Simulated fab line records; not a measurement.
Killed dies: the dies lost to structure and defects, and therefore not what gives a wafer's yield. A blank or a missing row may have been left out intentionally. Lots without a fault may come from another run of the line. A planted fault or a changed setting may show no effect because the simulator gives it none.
Which tool is to blame? ; flow nand_harc ; 14 lots, 42 wafers sampled, at 5 steps of a route of 1159

WHAT THE GAUGES READ, wafer by wafer
NHARC_A_ZERO_WELL_INSPECT_17. Usual: raw_defect_count 9, standard deviation 4.8.
lot;measured;on;raw_defect_count;flag
L117;day 6 16:40;defect_inspect-01;12 9 12;
L118;day 6 22:31;defect_inspect-01;6 9 9;
L121;day 7 20:48;defect_inspect-01;6 10 12;
L122;day 8 00:19;defect_inspect-01;6 9 9;
L123;day 8 00:59;defect_inspect-02;4 4 3;
L124;day 8 09:38;defect_inspect-02;11 16 7;
L126;day 8 20:54;defect_inspect-02;14 7 7;
L131;day 9 23:26;defect_inspect-01;9 6 13;
L128;day 10 00:41;defect_inspect-02;13 9 10;
L129;day 10 10:08;defect_inspect-02;18 5 13;
L135;day 11 05:04;defect_inspect-01;16 23 8;
L136;day 11 10:17;defect_inspect-02;3 9 22;
L139;day 12 03:59;defect_inspect-02;7 14 6;
L140;day 12 16:52;defect_inspect-02;6 5 3;

NHARC_END_SORT_01. Usual: killed_at_array 28, standard deviation 11; killed_at_other 0.5, standard deviation 0.85; killed_at_periphery 2.7, standard deviation 1.9; killed_dies 32, standard deviation 12; killed_open 3.3, standard deviation 1.6; killed_short 2.1, standard deviation 1.5.
lot;measured;on;killed_at_array;killed_at_other;killed_at_periphery;killed_dies;killed_open;killed_short;flag
L135;day 24 11:56;prober-02;676 677 673;0 0 0;1 0 4;677 677 677;1 4 2;2 4 3;OFF
L136;day 24 21:21;prober-02;677 673 673;0 0 0;0 4 4;677 677 677;0 3 4;1 1 3;OFF

EACH LOT AND THE TOOL THAT RAN IT (in order: tool; ch and the chambers of the sampled wafers; start)
lot;NHARC_A_ZERO_WELL_RTA_16;NHARC_A_ONON_D1_DEP_19;NHARC_A_CHANNEL_HOLE_D1_DEP_00
L117;rtp_anneal-02 ch 0, day 6 16:28;pecvd_onon-02 ch 0, day 7 23:16;acl_dep-01 ch 0, day 8 04:44
L118;rtp_anneal-02 ch 0, day 6 22:25;pecvd_onon-03 ch 0, day 8 04:50;acl_dep-01 ch 0, day 8 12:26
L121;rtp_anneal-02 ch 0, day 7 20:38;pecvd_onon-02 ch 0, day 9 01:46;acl_dep-01 ch 0, day 9 05:20
L122;rtp_anneal-02 ch 0, day 8 00:07;pecvd_onon-04 ch 0, day 9 06:44;acl_dep-03 ch 0, day 9 09:33
L123;rtp_anneal-02 ch 0, day 8 00:50;pecvd_onon-02 ch 0, day 9 06:52;acl_dep-02 ch 0, day 9 10:11
L124;rtp_anneal-01 ch 0, day 8 09:28;pecvd_onon-04 ch 0, day 9 17:33;acl_dep-01 ch 0, day 9 20:37
L126;rtp_anneal-01 ch 0, day 8 20:43;pecvd_onon-02 ch 0, day 10 04:47;acl_dep-01 ch 0, day 10 07:40
L131;rtp_anneal-02 ch 0, day 9 23:19;pecvd_onon-02 ch 0, day 11 09:28;acl_dep-02 ch 0, day 11 14:50
L128;rtp_anneal-01 ch 0, day 10 00:29;pecvd_onon-03 ch 0, day 11 09:09;acl_dep-03 ch 0, day 11 13:24
L129;rtp_anneal-01 ch 0, day 10 09:56;pecvd_onon-02 ch 0, day 11 18:20;acl_dep-03 ch 0, day 11 21:29
L135;rtp_anneal-02 ch 0, day 11 04:52;pecvd_onon-04, day 12 16:35;-
L136;rtp_anneal-01 ch 0, day 11 10:09;pecvd_onon-03, day 12 16:42;-
L139;rtp_anneal-02 ch 0, day 12 03:47;pecvd_onon-04 ch 0, day 13 12:55;acl_dep-03 ch 0, day 13 19:23
L140;rtp_anneal-01 ch 0, day 12 16:40;pecvd_onon-04 ch 0, day 13 23:24;acl_dep-02 ch 0, day 14 02:53
- NHARC_A_ZERO_WELL_RTA_16: time 10 s.
- NHARC_A_ONON_D1_DEP_19: target thk 1000 nm.
- NHARC_A_CHANNEL_HOLE_D1_DEP_00: deposits aC, target thk 3100 nm.

WHAT THE TOOLS THEMSELVES READ (means of the sampled wafers that have a number; where no wafer has one, the mark that the record gives instead)
NHARC_A_ZERO_WELL_RTA_16. Usual: anneal_temp_c_max 1004.8, standard deviation 0.96; lamp_power_pct 34.2 %, standard deviation 0.78; lamp_zone_2_pct 34.2 %, standard deviation 0.8; lamp_zone_7_pct 34.7 %, standard deviation 0.8; wafer_temp_C_max 1004.4, standard deviation 0.87.
lot;tool;anneal_temp_c_max;lamp_power_pct (%);lamp_zone_2_pct (%);lamp_zone_7_pct (%);wafer_temp_C_max;flag
L117;rtp_anneal-02;1005.8;34.7;34.7;35.3;1005.5;
L118;rtp_anneal-02;1005.2;34.7;34.7;35.3;1004.4;
L121;rtp_anneal-02;1005.4;34.7;34.7;35.2;1005.2;
L122;rtp_anneal-02;1005.2;34.7;34.7;35.3;1005.0;
L123;rtp_anneal-02;1005.5;34.7;34.7;35.3;1004.7;
L124;rtp_anneal-01;1004.9;33.1;33.0;33.6;1003.2;
L126;rtp_anneal-01;1004.8;33.0;32.9;33.5;1004.0;
L131;rtp_anneal-02;1004.6;34.7;34.7;35.3;1003.8;
L128;rtp_anneal-01;1004.5;33.1;33.1;33.6;1004.8;
L129;rtp_anneal-01;1004.2;33.0;33.0;33.6;1003.6;
L135;rtp_anneal-02;1004.3;34.7;34.7;35.3;1004.4;
L136;rtp_anneal-01;1003.7;33.1;33.1;33.6;1004.5;
L139;rtp_anneal-02;1004.9;34.7;34.7;35.3;1005.2;
L140;rtp_anneal-01;1003.9;33.0;33.0;33.6;1004.1;

NHARC_A_ONON_D1_DEP_19. Usual: n2_flow_sccm 2752 sccm, standard deviation 9.7; n2o_flow_sccm 2000 sccm, standard deviation 5.1.
lot;tool;n2_flow_sccm (sccm);n2o_flow_sccm (sccm);flag
L117;pecvd_onon-02;2740;2000;
L118;pecvd_onon-03;2764;2005;
L121;pecvd_onon-02;2741;2001;
L122;pecvd_onon-04;2752;2003;
L123;pecvd_onon-02;2748;1996;
L124;pecvd_onon-04;2774;1998;
L126;pecvd_onon-02;2767;1996;
L131;pecvd_onon-02;2746;2004;
L128;pecvd_onon-03;2743;2000;
L129;pecvd_onon-02;2747;2005;
L135;pecvd_onon-04;-;-;OFF
L136;pecvd_onon-03;-;-;OFF
L139;pecvd_onon-04;2750;1997;
L140;pecvd_onon-04;2755;2010;

NHARC_A_CHANNEL_HOLE_D1_DEP_00. Usual: susceptor_temp_C 400.00 C, standard deviation 0.23; throttle_valve_pct 35.001 %, standard deviation 0.0092.
lot;tool;susceptor_temp_C (C);throttle_valve_pct (%);flag
L117;acl_dep-01;399.98;34.997;
L118;acl_dep-01;-;34.999;OFF
L121;acl_dep-01;-;34.996;OFF
L122;acl_dep-03;400.06;35.003;
L123;acl_dep-02;-;35.000;OFF
L124;acl_dep-01;-;34.997;OFF
L126;acl_dep-01;-;34.999;OFF
L131;acl_dep-02;399.96;35.005;
L128;acl_dep-03;399.83;35.000;
L129;acl_dep-03;400.50;34.995;
L139;acl_dep-03;400.15;35.001;
L140;acl_dep-02;399.78;34.999;

THE ANSWER, worked out from the rows above alone
Rule: a lot counts as off when the mean over its wafers that have a number is more than 3 standard deviations away from the usual mean. Also off: a lot with no number at a reading for which 4 or more lots have one. Any other lot the step has rows for is counted as sound. The gauges are gone through in route order, then the tools' own readings, and for those a lot's mean is taken as printed above. At the first step where some lot is off, the reading lying furthest off is the one used; lots without a number count as furthest.
Off: L135, L136, at NHARC_END_SORT_01 (killed_at_array). Neither off nor sound, because the step has no rows for them: L117, L118, L121, L122, L123, L124, L126, L131, L128, L129, L139, L140.
A tool fits if, at a process step before that reading, it ran every lot that is off, and no sound lot after the first of them. The gauges at NHARC_END_SORT_01 aren't tried: what is off there is off at NHARC_A_ONON_D1_DEP_19 too, on other tools, and a gauge's error can't cause that. No candidate that was tried fits.

WHAT WAS PUT IN BY THE SIMULATOR
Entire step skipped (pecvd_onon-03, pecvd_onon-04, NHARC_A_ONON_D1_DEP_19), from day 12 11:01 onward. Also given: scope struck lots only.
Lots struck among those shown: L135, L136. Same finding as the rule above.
